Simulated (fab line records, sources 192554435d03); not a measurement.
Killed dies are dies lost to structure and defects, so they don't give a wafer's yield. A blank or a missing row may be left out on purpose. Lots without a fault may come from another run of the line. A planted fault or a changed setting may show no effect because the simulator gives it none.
Chamber matching | flow n5_finfet | N5_HKMG_FIN_ALD_21 on ald_metal-02: 4 sister chambers
The step deposits TiN, target thk 1.5 nm, pulse time 1 s, purge time 3 s. 30 wafers are shown with their chamber, then 12 later ones without.

WAFERS WITH THEIR CHAMBER
wafer  | chamber | heater_power_outer_w (W) | heater_power_w (W) | precursor_pulse_height_rel
L074.2 | 1       | 610                      | 923                | 1.012
L074.3 | 0       | 594                      | 905                | 0.991
L074.6 | 1       | 601                      | 941                | 0.982
L075.1 | 1       | 602                      | 929                | 1.000
L075.3 | 2       | 578                      | 874                | 1.008
L075.5 | 2       | 589                      | 881                | 0.975
L076.2 | 3       | 504                      | 864                | 1.005
L076.5 | 1       | 593                      | 929                | 0.993
L076.6 | 2       | 560                      | 883                | 1.007
L077.2 | 2       | 556                      | 875                | 1.024
L077.3 | 1       | 605                      | 911                | 1.026
L077.6 | 2       | 580                      | 897                | 0.981
L078.2 | 0       | 576                      | 888                | 1.024
L078.3 | 1       | 591                      | 942                | 1.005
L078.6 | 2       | 564                      | 894                | 1.032
L079.1 | 1       | 593                      | 924                | 0.974
L079.2 | 0       | 583                      | 857                | 0.993
L079.5 | 0       | 587                      | 875                | 1.013
L081.3 | 1       | 593                      | 934                | 0.976
L081.4 | 3       | 518                      | 863                | 1.005
L081.6 | 3       | 510                      | 838                | 0.992
L086.1 | 1       | 605                      | 926                | 1.022
L086.3 | 2       | 560                      | 882                | 0.993
L086.4 | 3       | 502                      | 868                | 1.012
L087.3 | 0       | 581                      | 901                | 1.013
L087.4 | 1       | 591                      | 936                | 1.006
L087.5 | 0       | 567                      | 887                | 0.989
L088.1 | 1       | 608                      | 935                | 1.024
L088.3 | 2       | 560                      | 869                | 0.986
L088.4 | 3       | 510                      | 853                | 1.001

SIGNATURES (means of the wafers above)
reading                    | chamber 0 | chamber 1 | chamber 2 | chamber 3 | scatter within a chamber
heater_power_outer_w       | 581.33    | 599.27    | 568.38    | 508.80    | 9.08
heater_power_w             | 885.50    | 930.00    | 881.88    | 857.20    | 11.8
precursor_pulse_height_rel | 1.00383   | 1.00182   | 1.00075   | 1.00300   | 0.0173
Rule: a wafer's distance from a chamber is the root of the sum, over the readings, of the square of ((its reading less the chamber's mean) divided by the reading's scatter). The wafer belongs to the nearest chamber; if the next one is less than 2 further off, it can't be placed. The scatter: the root of (the sum of the squares of (reading less its chamber's mean) over the shown wafers, divided by (wafers less chambers)).

WAFERS WITHOUT THEIR CHAMBER
wafer  | heater_power_outer_w (W) | heater_power_w (W) | precursor_pulse_height_rel
L089.2 | 526                      | 853                | 0.995
L089.4 | 556                      | 877                | 1.011
L089.5 | 523                      | 880                | 0.987
L090.1 | 517                      | 882                | 1.032
L090.3 | 610                      | 914                | 0.982
L090.5 | 594                      | 886                | 1.012
L092.1 | 593                      | 936                | 1.000
L092.2 | 510                      | 845                | 0.980
L092.3 | 586                      | 887                | 1.005
L095.1 | 594                      | 914                | 0.982
L095.3 | 586                      | 904                | 0.996
L095.6 | 521                      | 861                | 1.015

WHICH CHAMBER EACH WENT THROUGH
wafer  | from the rows above          | in truth
L089.2 | 3                            | 3
L089.4 | can't be placed: 2 or 0      | 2
L089.5 | 3                            | 3
L090.1 | 3                            | 3
L090.3 | 1                            | 1
L090.5 | can't be placed: 0 or 2      | 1
L092.1 | 1                            | 1
L092.2 | 3                            | 3
L092.3 | can't be placed: 0 or 2      | 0
L095.1 | can't be placed: 1 or 0      | 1
L095.3 | can't be placed: 0 or 1 or 2 | 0
L095.6 | 3                            | 3
Placed correctly: 7 of 12. Can't be placed from these rows: 5 (the true chamber is among the candidates in 4). Placed wrongly: 0.
